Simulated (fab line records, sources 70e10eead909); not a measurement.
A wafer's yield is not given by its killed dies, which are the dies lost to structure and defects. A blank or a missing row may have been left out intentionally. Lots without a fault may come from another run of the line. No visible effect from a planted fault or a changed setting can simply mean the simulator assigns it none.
Chamber matching    flow nand_harc    3 sister chambers for NHARC_P_M1_DEP_33 on pecvd-04
The step deposits SiCN, target thk 30 nm. 16 wafers are shown with their chamber, then 8 later ones without.

WAFERS WITH THEIR CHAMBER
wafer   chamber  heater_power_w (W)
L074.2  1        566
L074.3  2        581
L074.5  2        600
L075.1  2        585
L075.2  1        549
L075.4  0        684
L076.1  0        691
L076.2  2        591
L076.6  1        528
L079.1  0        707
L079.3  2        577
L079.6  0        714
L083.2  2        627
L083.5  0        718
L083.6  2        630
L084.1  0        678

SIGNATURES (averages over the wafers above)
reading         chamber 0  chamber 1  chamber 2  scatter within a chamber
heater_power_w  698.67     547.67     598.71     19.4
Rule: for each reading, subtract the chamber's mean from the wafer's reading, divide by that reading's scatter and square the result; add these up over the readings and take the root, which gives the wafer's distance from the chamber. If the next closest chamber is less than 2 further off than the closest, the wafer can't be placed; otherwise it belongs to the closest. The scatter is the square root of a quotient: the sum, over the shown wafers, of each reading's squared deviation from its chamber's mean, divided by wafers minus chambers.

WAFERS WHOSE CHAMBER IS MISSING
wafer   heater_power_w (W)
L084.2  624
L084.4  695
L085.1  582
L085.3  685
L085.6  591
L095.4  635
L095.5  596
L095.6  583

WHICH CHAMBER EACH WENT THROUGH
wafer   from the rows above      in truth
L084.2  2                        2
L084.4  0                        0
L085.1  can't be placed: 2 or 1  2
L085.3  0                        0
L085.6  can't be placed: 2 or 1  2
L095.4  can't be placed: 2 or 0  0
L095.5  2                        2
L095.6  can't be placed: 2 or 1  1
Correctly placed: 4 of 8. From these rows, 4 cannot be placed; in 4 the true chamber is one of the candidates. 0 placed wrongly.
